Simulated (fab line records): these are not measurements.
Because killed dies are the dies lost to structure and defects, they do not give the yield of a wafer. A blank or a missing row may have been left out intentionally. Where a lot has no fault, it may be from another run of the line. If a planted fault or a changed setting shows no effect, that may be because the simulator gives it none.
fab line records	flow n5-finfet
[record] lots = 7	wafers = 21	last-day = 18
route steps=1938 shown BEOL_M14@1758 BEOL_M15@1773 PASSIVATION@1936
lots that met no fault: from a run of the same line without faults
start-h: the number of hours between the record's first day and the start of the first shown wafer of the lot	wait-h: hours elapsed since this lot's preceding step	" the same as in the row above	L1.1+2: several wafers, shown together as one row	- value missing, or start not given	* or withheld: withheld	< > ~ a bound
route shown NAME@n: names a module that has steps shown in the file, with the first one's number in the route	usual: average and standard deviation across the fault-free wafers	same: alike in all rows	chamber/n: place in a boat	sites: per-site readings	_std_site: how widely they spread, as a standard deviation	_edge_site: inner sites' mean taken away from outer sites' mean	radius-mm: for every site, how far away it sits from the centre of the wafer	mask NAME#n: copy n	behind: the last tool/chamber to shape the wafer	hold: the reason the lot was held/the length of the hold in hours/how it ended	device: transistor that didn't switch, given as n, p or np	end of line: tests run on the same wafers once the route is complete	where a step has no rows: the recipe by itself	killed: at the first sort, the dies lost to defects and structure; wafer yield is something else	map: per-die view of a wafer (x killed, . not killed, _ where there is no die)
set.NAME: the setting as run; set.NAME@STEP: as run at that earlier step	model.NAME: the simulator's own value behind a step, which no gauge read
certain route steps with their lots: each step a table, each wafer a row
services: the hour from which a tool's chamber was out of use, counted from the record's first day as start-h (under 0 if before that day), plus the number of hours and why
[[steps]]
[step N5_BEOL_M14_PRECLEAN_39]
[recipe] chemistry = residue-remover	time-s = 60	temp-c = 40
[step N5_BEOL_M14_SRD_40]
[recipe] time-s = 30	temp-c = 23	rinse-liquid = diw	dry = n2-spin	spin-rpm = 1500	dry-time-s = 30
[step N5_BEOL_M14_DEGAS_41]
[recipe] ambient = vacuum	temp-c = 300	time-s = 60
[step N5_BEOL_M14_PRE_CLEAN_42]
[recipe] gas = H2/He	time-s = 30	temp-c = 300
[usual] heater-power-w = 454/38
lot.wafer	tool	chamber	start-h	wait-h	heater-power-w
L334.2	pvd-sputter-03	-	262.94	0.0	484
L334.3	"	-	"	"	504
L334.4	"	-	"	"	423
L345.2	pvd-sputter-01	-	355.48	0.0	471
L345.3	"	-	"	"	463
L345.4	"	-	"	"	419
L347.2	pvd-sputter-01	-	359.22	0.0	469
L347.3	"	-	"	"	459
L347.4	"	-	"	"	392
L348.2	pvd-sputter-02	-	385.05	0.0	447
L348.5	"	-	"	"	466
L348.6	"	-	"	"	449
L351.1	pvd-sputter-02	-	389.53	0.0	543
L351.2	"	-	"	"	461
L351.4	"	-	"	"	494
L352.2	pvd-sputter-01	-	397.53	0.0	391
L352.3	"	-	"	"	485
L352.6	"	-	"	"	415
L353.2	pvd-sputter-03	-	411.98	0.0	485
L353.3	"	-	"	"	428
L353.4	"	-	"	"	484
[step N5_BEOL_M14_SPUTTER_43]
[recipe] material = TaN	target-thk-a = 150	temp-c = 50	bias-v = 168.6	power-w = 15000	chamber-pressure-pa = 0.12	time-s = 24.19
[step N5_BEOL_M14_SPUTTER_44]
[recipe] material = Ta	target-thk-a = 150	temp-c = 50	bias-v = 80	power-w = 15000	chamber-pressure-pa = 0.07	time-s = 24.19
[step N5_BEOL_M14_SPUTTER_45]
[recipe] material = Cu	target-thk-a = 1000	temp-c = -20	bias-v = 60	power-w = 26000	chamber-pressure-pa = 0.13	time-s = 16.67
[usual] throttle-valve-pct = 29.9/0.93
lot.wafer	tool	chamber	start-h	wait-h	throttle-valve-pct
L334.2	pvd-sputter-03	-	263.14	0.0	31.3
L334.3	"	-	"	"	28.8
L334.4	"	-	"	"	30.1
L345.2	pvd-sputter-01	-	355.68	0.0	30.1
L345.3	"	-	"	"	29.4
L345.4	"	-	"	"	30.4
L347.2	pvd-sputter-01	-	359.42	0.0	30.3
L347.3	"	-	"	"	29.4
L347.4	"	-	"	"	29.5
L348.2	pvd-sputter-02	-	385.25	0.0	27.9
L348.5	"	-	"	"	28.0
L348.6	"	-	"	"	31.3
L351.1	pvd-sputter-02	-	389.73	0.0	28.5
L351.2	"	-	"	"	31.2
L351.4	"	-	"	"	30.2
L352.2	pvd-sputter-01	-	397.73	0.0	29.5
L352.3	"	-	"	"	30.3
L352.6	"	-	"	"	30.1
L353.2	pvd-sputter-03	-	412.18	0.0	28.9
L353.3	"	-	"	"	31.0
L353.4	"	-	"	"	31.3
[step N5_BEOL_M14_ECD_47]
[recipe] material = Cu	target-thk-a = 12480
[step N5_BEOL_M14_ANNEAL_48]
[recipe] temp-c = 225	time-s = 90	ambient = N2
[usual] wafer_temp_C_max = 226.4/0.3
lot.wafer	tool	chamber	start-h	wait-h	wafer_temp_C_max
L334.2	rtp-anneal-02	0	264.15	0.8	226.6
L334.3	"	0	"	"	226.5
L334.4	"	0	"	"	226.3
L345.2	rtp-anneal-02	0	356.11	0.3	226.6
L345.3	"	0	"	"	226.6
L345.4	"	0	"	"	226.2
L347.2	rtp-anneal-01	0	359.77	0.2	226.7
L347.3	"	0	"	"	226.4
L347.4	"	0	"	"	226.0
L348.2	rtp-anneal-01	0	385.66	0.2	226.2
L348.5	"	0	"	"	226.1
L348.6	"	0	"	"	226.6
L351.1	rtp-anneal-01	0	390.04	0.1	226.1
L351.2	"	0	"	"	226.7
L351.4	"	0	"	"	226.4
L352.2	rtp-anneal-02	0	398.08	0.2	226.6
L352.3	"	0	"	"	226.5
L352.6	"	0	"	"	226.3
L353.2	rtp-anneal-02	0	413.37	1.0	226.5
L353.3	"	0	"	"	226.7
L353.4	"	0	"	"	226.2
[step N5_BEOL_M14_CMP_49]
[recipe] stop-on = SiO2	t-overpolish-s = 5.2	down-force-psi = 2	platen-rpm = 80	clearing-platen-down-force-psi = 2	clearing-platen-rpm = 80	post-cmp-clean = cu-alkaline	target-thk-nm = 560	clearing-platen-pad-velocity-m-s = 1.5917	pad-velocity-m-s = 1.5917
[usual] barrier-field-endpoint-s = 11.5/0.34	motor-current-A = 7.9/0.53	overpolish-run-s = 5.200/0.009	retaining-ring-pressure-frac = 1.001/0.0047	time-to-endpoint-s = 124/5.8
lot.wafer	tool	chamber	start-h	wait-h	barrier-field-endpoint-s	motor-current-A	overpolish-run-s	retaining-ring-pressure-frac	time-to-endpoint-s
L334.2	cmp-04	1	264.41	0.2	11.4	7.5	5.203	1.006	125
L334.4	"	3	"	"	11.7	8.3	5.211	0.998	129
L334.3	"	0	"	"	11.6	8.4	5.199	1.002	127
L345.4	cmp-04	1	356.36	0.1	11.7	7.4	5.221	1.001	130
L345.2	"	3	"	"	12.0	8.1	5.196	1.003	133
L345.3	"	0	"	"	11.6	7.6	5.210	0.997	127
L347.4	cmp-03	3	360.03	0.1	11.0	8.2	5.197	0.995	115
L347.3	"	0	"	"	11.2	8.0	5.204	1.000	124
L347.2	"	1	"	"	11.0	7.9	5.199	1.005	116
L348.2	cmp-03	0	386.02	0.3	11.9	8.0	5.197	0.994	130
L348.5	"	1	"	"	11.5	8.0	5.192	1.001	119
L348.6	"	2	"	"	11.2	8.5	5.198	1.003	114
L351.1	cmp-03	0	390.37	0.3	11.6	8.9	5.210	1.004	131
L351.4	"	1	"	"	11.3	7.7	5.195	0.993	120
L351.2	"	2	"	"	11.1	8.1	5.201	1.003	114
L352.3	cmp-01	2	398.37	0.2	11.7	7.8	5.206	0.991	123
L352.2	"	3	"	"	11.7	7.5	5.204	1.002	121
L352.6	"	2	"	"	11.7	7.2	5.198	1.000	127
L353.4	cmp-03	0	413.62	0.1	11.6	8.2	5.196	1.016	128
L353.2	"	1	"	"	11.1	7.6	5.207	0.997	119
L353.3	"	2	"	"	10.9	8.8	5.209	1.003	114
[step N5_BEOL_M14_THK_MEAS_50]
[recipe] thk-meas-gauge = xrf	reads = Cu_of_BEOL_M14_ECD_47
[usual] M14_THK = 571/18
lot.wafer	tool	chamber	start-h	wait-h	M14_THK[nm]
L334.2	film-metro-02	-	264.71	-	552
L334.3	"	-	"	"	566
L334.4	"	-	"	"	556
L345.2	film-metro-02	-	356.66	-	589
L345.3	"	-	"	"	564
L345.4	"	-	"	"	598
L347.2	film-metro-01	-	360.32	-	546
L347.3	"	-	"	"	569
L347.4	"	-	"	"	544
L348.2	film-metro-02	-	386.20	-	566
L348.5	"	-	"	"	561
L348.6	"	-	"	"	561
L351.1	film-metro-01	-	390.63	-	580
L351.2	"	-	"	"	614
L351.4	"	-	"	"	596
L352.2	film-metro-02	-	398.63	-	563
L352.3	"	-	"	"	577
L352.6	"	-	"	"	575
L353.2	film-metro-02	-	413.92	-	561
L353.3	"	-	"	"	567
L353.4	"	-	"	"	584
[step N5_BEOL_M14_PRE_CLEAN_52]
[recipe] gas = NH3	time-s = 15	temp-c = withheld	rf-power-w = 300
[step N5_BEOL_M14_DEP_53]
[recipe] material = SiCN	target-thk-a = 500	temp-c = withheld	precursor = 3MS/NH3	pressure-torr = 3	rf-w = 675	time-s = 17.8
[usual] chamber-pressure-Torr = 3.000/0.0068	rf-fwd-power-W = 667/3.5	showerhead-plenum-p-Torr = 4.152/0.02	throttle-valve-pct = 18.1/1.3
lot.wafer	tool	chamber	start-h	wait-h	chamber-pressure-Torr	rf-fwd-power-W	showerhead-plenum-p-Torr	throttle-valve-pct
L334.2	pecvd-04	1	264.77	0.0	2.999	662	4.163	17.1
L334.3	"	0	"	"	2.987	675	4.133	20.6
L334.4	"	1	"	"	2.993	661	4.154	17.0
L345.2	pecvd-02	0	356.72	0.0	2.992	669	4.181	19.2
L345.3	"	1	"	"	2.998	667	4.147	17.8
L345.4	"	1	"	"	2.994	669	4.140	18.0
L347.2	pecvd-02	0	360.38	0.0	2.994	667	4.185	19.1
L347.3	"	2	"	"	2.995	670	4.173	16.4
L347.4	"	0	"	"	3.002	669	4.182	18.7
L348.2	pecvd-02	2	386.26	0.0	3.010	663	4.176	16.4
L348.5	"	2	"	"	3.009	663	4.176	16.7
L348.6	"	0	"	"	2.987	666	4.172	19.1
L351.1	pecvd-02	0	390.69	0.0	2.991	668	4.175	19.0
L351.2	"	2	"	"	3.007	668	4.171	16.5
L351.4	"	2	"	"	3.010	669	4.171	16.6
L352.2	pecvd-04	1	398.69	0.0	3.012	661	4.168	17.1
L352.3	"	2	"	"	2.997	666	4.140	17.4
L352.6	"	2	"	"	2.989	667	4.155	17.4
L353.2	pecvd-04	0	413.99	0.0	3.000	668	4.137	20.7
L353.3	"	2	"	"	2.987	671	4.157	17.3
L353.4	"	0	"	"	2.993	667	4.149	20.9
[step N5_BEOL_M14_RS_MEAS_54]
[recipe] thk-meas-gauge = four-point-probe	reads = Cu_of_BEOL_M14_ECD_47+Ta_of_BEOL_M14_SPUTTER_44+TaN_of_BEOL_M14_SPUTTER_43
[usual] M14_RS = 0.0331/0.001
lot.wafer	tool	chamber	start-h	wait-h	M14_RS[ohm/sq]
L334.2	film-metro-01	-	264.84	0.1	0.0342
L334.3	"	-	"	"	0.0336
L334.4	"	-	"	"	0.0340
L345.2	film-metro-02	-	356.79	0.1	0.0320
L345.3	"	-	"	"	0.0334
L345.4	"	-	"	"	0.0315
L347.2	film-metro-01	-	360.45	0.1	0.0347
L347.3	"	-	"	"	0.0333
L347.4	"	-	"	"	0.0348
L348.2	film-metro-01	-	386.33	0.1	0.0336
L348.5	"	-	"	"	0.0338
L348.6	"	-	"	"	0.0338
L351.1	film-metro-02	-	390.76	0.0	0.0327
L351.2	"	-	"	"	0.0308
L351.4	"	-	"	"	0.0316
L352.2	film-metro-01	-	398.76	0.1	0.0338
L352.3	"	-	"	"	0.0329
L352.6	"	-	"	"	0.0329
L353.2	film-metro-01	-	414.08	0.1	0.0338
L353.3	"	-	"	"	0.0337
L353.4	"	-	"	"	0.0327
[step N5_BEOL_M14_INSPECT_55]
[recipe] inspect-instrument = darkfield	mode = post-dep
[usual] raw-defect-count = 73/23
lot.wafer	tool	chamber	start-h	wait-h	raw-defect-count
L334.2	defect-inspect-02	-	264.86	0.0	76
L334.3	"	-	"	"	68
L334.4	"	-	"	"	87
L345.2	defect-inspect-01	-	356.81	0.0	86
L345.3	"	-	"	"	70
L345.4	"	-	"	"	53
L347.2	defect-inspect-01	-	360.48	0.0	436
L347.3	"	-	"	"	456
L347.4	"	-	"	"	435
L348.2	defect-inspect-01	-	386.36	0.0	418
L348.5	"	-	"	"	420
L348.6	"	-	"	"	426
L351.1	defect-inspect-02	-	390.78	0.0	413
L351.2	"	-	"	"	429
L351.4	"	-	"	"	406
L352.2	defect-inspect-01	-	398.78	0.0	67
L352.3	"	-	"	"	48
L352.6	"	-	"	"	88
L353.2	defect-inspect-01	-	414.10	0.0	58
L353.3	"	-	"	"	73
L353.4	"	-	"	"	66
[step N5_BEOL_M15_ILD_DEP_00]
[recipe] material = SiO2	target-thk-a = 16293	temp-c = 400	precursor = TEOS/O2	pressure-torr = 6.5	rf-w = 900	teos-flow-sccm = 161.4	gas = O2	flow-sccm = 2650	time-s = 346.1
[usual] chamber-pressure-Torr = 6.501/0.014	heater-power-w = 598/130	rf-fwd-power-W = 898/3	showerhead-plenum-p-Torr = 8.34/0.035	throttle-valve-pct = 18.5/0.72
lot.wafer	tool	chamber	start-h	wait-h	chamber-pressure-Torr	heater-power-w	rf-fwd-power-W	showerhead-plenum-p-Torr	throttle-valve-pct
L334.2	pecvd-03	2	264.90	0.0	6.488	672	893	8.36	18.8
L334.3	"	0	"	"	6.507	551	894	8.38	19.4
L334.4	"	1	"	"	6.486	511	902	8.36	17.8
L345.2	pecvd-03	0	356.85	0.0	6.510	565	898	8.39	17.2
L345.3	"	1	"	"	6.515	704	900	8.35	17.7
L345.4	"	0	"	"	6.515	453	899	8.40	17.2
L347.2	pecvd-03	2	360.51	0.0	6.501	733	896	8.36	19.3
L347.3	"	0	"	"	6.493	567	898	8.38	17.3
L347.4	"	1	"	"	6.525	524	893	8.34	18.1
L348.2	pecvd-01	2	386.39	0.0	6.526	881	903	8.32	19.4
L348.5	"	2	"	"	6.498	702	900	8.29	19.3
L348.6	"	0	"	"	6.502	411	895	8.32	18.0
L351.1	pecvd-01	0	390.82	0.0	6.485	522	898	8.29	18.3
L351.2	"	1	"	"	6.490	602	892	8.27	18.5
L351.4	"	2	"	"	6.493	718	898	8.29	19.2
L352.2	pecvd-03	2	398.82	0.0	6.492	789	899	8.36	19.2
L352.3	"	1	"	"	6.490	639	898	8.38	17.9
L352.6	"	1	"	"	6.535	523	900	8.34	18.1
L353.2	pecvd-01	2	414.14	0.0	6.506	853	896	8.33	19.5
L353.3	"	2	"	"	6.507	699	896	8.28	19.5
L353.4	"	0	"	"	6.478	548	899	8.31	17.8
[step N5_PASSIVATION_PROBE_49]
[usual] defect-limited-yield = 91.1/1.5	killed_at_M0_to_M3 = 37/11	killed_at_M4_up = 13/5.6	killed-at-contacts = 12/5.6	killed-at-front-end = 39/11	killed-at-other = 4/3.1	killed-dies = 105/18	killed-open = 69/13	killed-short = 35/7.4	sort_bin_5_function = 5.1/0.92	sort_bin_6_memory = 3.4/0.76	sort_bin_8_speed = 0.02/0.11	sort-n-pass = 1075/18	sort-yield-pct = 91.1/1.5
[same] gross-dies = 1180	killed-at-back-side = 0	sort_bin_4_leakage[%] = 0
lot.wafer	tool	chamber	start-h	wait-h	defect-limited-yield[%]	killed_at_M0_to_M3	killed_at_M4_up	killed-at-contacts	killed-at-front-end	killed-at-other	killed-dies	killed-open	killed-short	sort_bin_5_function[%]	sort_bin_6_memory[%]	sort_bin_8_speed[%]	sort-n-pass	sort-yield-pct[%]
L334.2	prober-02	-	290.63	0.1	93.0	40	5	13	20	5	83	52	31	4.2	2.6	0	1097	93.0
L334.3	prober-02	-	290.68	0.1	88.7	53	18	16	41	5	133	82	49	6.7	4.1	0	1047	88.7
L334.4	prober-02	-	290.73	0.2	92.0	39	8	11	33	3	94	51	34	4.3	2.5	0	1086	92.0
L347.2	prober-02	-	395.22	0.1	87.1	21	86	5	34	6	152	46	27	8.6	2.6	0	1028	87.1
L347.3	prober-02	-	395.27	0.1	84.3	17	118	12	34	4	185	46	27	9.8	3.4	0	995	84.3
L347.4	prober-02	-	395.32	0.2	84.7	18	89	16	55	2	180	65	34	9.8	4.1	0	1000	84.7
L348.2	prober-02	-	410.08	0.1	84.0	24	126	9	28	2	189	59	22	9.4	4.4	0	991	84.0
L348.5	prober-02	-	410.23	0.2	83.9	19	118	19	31	3	190	54	27	9.4	5.1	0	990	83.9
L348.6	prober-02	-	410.28	0.3	85.0	30	93	12	40	2	177	62	32	10.8	2.9	0.34	999	84.7
L351.1	prober-01	-	413.63	0.0	84.8	29	94	1	49	6	179	69	35	9.9	4.3	0	1001	84.8
L351.2	prober-01	-	413.68	0.1	82.4	46	121	4	33	4	208	64	36	11.2	4.9	0	972	82.4
L351.4	prober-01	-	413.78	0.2	84.7	37	115	3	20	6	181	52	26	10.4	3.2	0	999	84.7
L353.2	prober-02	-	433.25	0.1	90.3	46	12	2	53	2	115	79	36	4.9	4.5	0	1065	90.3
L353.3	prober-02	-	433.30	0.1	91.3	37	4	3	54	5	103	62	36	4.1	4.1	0	1077	91.3
L353.4	prober-02	-	433.35	0.2	90.2	51	7	4	54	0	116	73	34	5.8	3.1	1.27	1049	88.9
// killed by level:class
L334.2 MOL_CONTACT_COAG:geometric-particle:open=11 BEOL_M0_SAQP:geometric-particle:open=7 BEOL_M1:geometric-particle:open=6 BEOL_M0_SAQP:geometric-particle:short=6 BEOL_M2:geometric-particle:open=5 BEOL_M3:geometric-particle:open=4 FIN_SAQP:geometric-particle:open=3 ILD0:geometric-particle:short=3
L334.3 BEOL_M0_SAQP:geometric-particle:short=15 MOL_CONTACT_COAG:geometric-particle:open=13 BEOL_M0_SAQP:geometric-particle:open=13 BEOL_M4:geometric-particle:open=12 FIN_SAQP:geometric-particle:open=9 BEOL_M1:geometric-particle:open=9 FIN_SAQP:geometric-particle:short=7 BEOL_M1:geometric-particle:short=7
L334.4 BEOL_M0_SAQP:geometric-particle:short=12 MOL_CONTACT_COAG:geometric-particle:open=9 HKMG_FIN:area-etch=9 BEOL_M1:geometric-particle:open=8 ILD0:geometric-particle:short=6 BEOL_M0_SAQP:geometric-particle:open=6 BEOL_M4:geometric-particle:open=6 FIN_SAQP:geometric-particle:open=4
L347.2 BEOL_M14:unspecified=77 STI_FIN_REVEAL:geometric-particle:open=8 FIN_SAQP:geometric-particle:short=7 FIN_SAQP:geometric-particle:open=6 BEOL_M0_SAQP:geometric-particle:short=5 DUMMY_GATE:geometric-particle:open=4 BEOL_M0:geometric-particle:open=4 BEOL_M1:geometric-particle:open=4
L347.3 BEOL_M14:unspecified=111 MOL_CONTACT_COAG:geometric-particle:open=11 GATE_CUT:geometric-particle:short=7 FIN_SAQP:geometric-particle:open=6 FIN_SAQP:geometric-particle:short=6 DUMMY_GATE:geometric-particle:open=5 BEOL_M0_SAQP:geometric-particle:open=5 BEOL_M1:geometric-particle:open=4
L347.4 BEOL_M14:unspecified=81 MOL_CONTACT_COAG:geometric-particle:open=16 FIN_SAQP:geometric-particle:short=15 DUMMY_GATE:geometric-particle:open=13 FIN_SAQP:geometric-particle:open=7 BEOL_M0_SAQP:geometric-particle:short=7 STI_FIN_REVEAL:geometric-particle:open=5 GATE_CUT:geometric-particle:open=5
L348.2 BEOL_M14:unspecified=108 STI_FIN_REVEAL:geometric-particle:open=9 BEOL_M4:geometric-particle:open=8 BEOL_M2:geometric-particle:open=7 MOL_CONTACT_COAG:geometric-particle:open=5 FIN_SAQP:geometric-particle:open=4 MOL_CONTACT_COAG:geometric-particle:short=4 BEOL_M0_SAQP:geometric-particle:open=4
L348.5 BEOL_M14:unspecified=109 MOL_CONTACT_COAG:geometric-particle:open=15 BEOL_M3:geometric-particle:open=6 ILD0:geometric-particle:open=5 FIN_SAQP:geometric-particle:short=4 ILD0:geometric-particle:short=4 MOL_CONTACT_COAG:geometric-particle:short=4 BEOL_M1:geometric-particle:short=4
L348.6 BEOL_M14:unspecified=82 MOL_CONTACT_COAG:geometric-particle:open=12 BEOL_M3:geometric-particle:open=11 STI_FIN_REVEAL:geometric-particle:open=8 BEOL_M2:geometric-particle:open=7 BEOL_M3:geometric-particle:short=7 BEOL_M4:geometric-particle:open=6 STARTING-WAFER:geometric-particle:short=5
L351.1 BEOL_M14:unspecified=75 STI_FIN_REVEAL:geometric-particle:open=16 BEOL_M0_SAQP:geometric-particle:open=7 BEOL_M4:geometric-particle:open=7 BEOL_M3:geometric-particle:open=6 STARTING-WAFER:geometric-particle:short=6 FIN_SAQP:geometric-particle:short=5 FIN_SAQP:geometric-particle:open=5
L351.2 BEOL_M14:unspecified=108 BEOL_M0_SAQP:geometric-particle:short=14 STI_FIN_REVEAL:geometric-particle:open=13 BEOL_M0_SAQP:geometric-particle:open=13 BEOL_M3:geometric-particle:open=11 STI_FIN_REVEAL:geometric-particle:short=6 BEOL_M4:geometric-particle:open=6 BEOL_M8:geometric-particle:open=4
L351.4 BEOL_M14:unspecified=101 BEOL_M0_SAQP:geometric-particle:open=13 BEOL_M4:geometric-particle:open=7 BEOL_M0_SAQP:geometric-particle:short=6 BEOL_M3:geometric-particle:open=6 BEOL_M2:geometric-particle:open=5 STI_FIN_REVEAL:geometric-particle:open=4 GATE_CUT:geometric-particle:short=3
L353.2 BEOL_M0_SAQP:geometric-particle:open=16 STI_FIN_REVEAL:geometric-particle:open=13 FIN_SAQP:geometric-particle:open=11 FIN_SAQP:geometric-particle:short=10 BEOL_M1:geometric-particle:open=7 BEOL_M0_SAQP:geometric-particle:short=7 DUMMY_GATE:geometric-particle:open=6 BEOL_M2:geometric-particle:open=6
L353.3 FIN_SAQP:geometric-particle:short=13 BEOL_M0_SAQP:geometric-particle:open=13 FIN_SAQP:geometric-particle:open=12 STI_FIN_REVEAL:geometric-particle:open=10 BEOL_M0_SAQP:geometric-particle:short=9 HKMG_FIN:area-etch=5 BEOL_M3:geometric-particle:open=4 BEOL_M1:geometric-particle:open=3
L353.4 BEOL_M0_SAQP:geometric-particle:open=17 STI_FIN_REVEAL:geometric-particle:open=14 BEOL_M0_SAQP:geometric-particle:short=14 FIN_SAQP:geometric-particle:open=11 HKMG_FIN:area-etch=8 BEOL_M1:geometric-particle:open=5 DUMMY_GATE:geometric-particle:open=4 BEOL_M1:geometric-particle:short=4
// map L347.3 (x killed, . not)
_________________............________________
______________x................._____________
___________.x...........x..........__________
__________....................x....._________
________x.x.xx...x................x..._______
_______.x..xxxxxxx....................x______
______..xxxxxxxxxx..............x......._____
_____..xxxxxxxxxxx...x...x...............____
____.xxxxxxxxxxxxx........x..............x___
___.x..xxxxxxxxxxx.x.........x............x__
___.x.xxxxxxxxxxxx....................x....__
__..x..xxxxxxxxxxxxx........x............x.._
__..x..xxxxxxxxxx....x......................_
_x...xxx..xxx.xxxx...........................
_......xxxxxx..x.............................
_........x...............x.x.x.............x.
_............xx......x............x..........
_..........x....................x............
_............................................
_................xx.x..........x..x..........
_.......................................x....
__................x.............x....x......_
__......x......................x.....x......_
___x.......x...........................x...__
___x......x......xx.......x.............xx.__
____............................x.........___
_____.x.........x.......................x____
______........x.........x............x.._____
_______............x.....x...........x.______
________.x.xx....x.........x.........._______
__________x.............x..........._________
___________..x.....................__________
______________.x................_____________
_________________............________________
// map L348.5 (x killed, . not)
_________________............________________
______________......x..........._____________
___________......x........x.x......__________
__________.xx........x......x......._________
________..xx...x............x........._______
_______....xxxxx.x...........x.........______
______xxxxxxxxx.xx.x.........xx........._____
_____..xxxxxxxxxx..x..........x..x.......____
____x.xxxxxxxxxxxx.x...............x.....x___
___..x.xxxxxxxxxxx..x.......x.....x.......x__
___..xxxxxxxxxxxxxx......x....x............__
__.xx..xxxxxxxxxxx..xx.................x...x_
__.....xxxxxxx.xxx..x.x....x..............x._
_.....x.xxxxxxxxx.x...........x..............
_........x...x.x......x.............x......xx
_....x....x..x..x.......x....................
_x......x.x..............................x...
_.....................................x.....x
_..............x......x............x.x.......
_.....x.....x...............x.....x..x.......
_......x........x...............x..........x.
__.........................................._
__............x..................x.........._
___...........x........x....x...........xx.__
___................x.................x..x..__
____x.......................x.............___
_____......................x.............____
______.................x................_____
_______................xx.........x....______
________.............................._______
__________..x...x..................._________
___________......x...x...x.........__________
______________.................._____________
_________________............________________
[[services]]
tool	chamber	start-h	hours	kind
pecvd-02	2	242.56	2.1	scheduled-down
cmp-04	-	247.55	1.4	repair
cmp-01	-	252.12	1.1	repair
pecvd-02	-	271.91	2.8	pm
pecvd-03	-	275.45	6.0	pm
cmp-04	-	277.06	6.8	pm
pecvd-01	-	283.28	4.3	pm
cmp-01	-	288.05	0.5	repair
pvd-sputter-02	-	311.06	2.8	repair
cmp-03	-	314.67	4.0	pm
cmp-03	-	318.67	-	consumable-replace:conditioner
cmp-03	-	318.67	-	consumable-replace:pad
pecvd-03	0	324.67	-	clean
cmp-03	-	337.53	6.3	repair
pvd-sputter-03	-	348.61	9.2	repair
cmp-04	-	364.99	4.0	pm
cmp-04	-	377.16	0.9	repair
pecvd-03	1	384.24	4.1	repair
pecvd-01	1	391.85	13.1	repair
cmp-04	-	399.11	24.3	pm
pecvd-03	-	402.36	4.7	repair
pvd-sputter-02	-	408.90	9.1	repair
pecvd-04	1	409.17	15.1	repair
pecvd-03	-	413.98	1.4	repair
[[key]]
[first-sign] step = N5_BEOL_M14_INSPECT_55	reading = raw-defect-count	direction = up	sigmas = 15	usual = 73	struck = 427
[effect] step = N5_PASSIVATION_PROBE_49	reading = killed_at_M4_up	direction = up	sigmas = 17	usual = 13	struck = 107
[more-kills-born-at] N5_BEOL_M14_DEP_53@pecvd-02 = 852
met-at N5_BEOL_M14_DEP_53
struck-wafers L347.2,L347.3,L347.4,L348.2,L348.5,L348.6,L351.1,L351.2,L351.4
onset-between 356.72 360.38
also-fits N5_BEOL_M14_ANNEAL_48:rtp-anneal-01
[fault] kind = chamber-particle-source	tool = pecvd-02	chamber = -	onset-h = 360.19	steps = N5_BEOL_M14_DEP_53	rate-per-visit-cm2 = 0.56198	end-h = 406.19
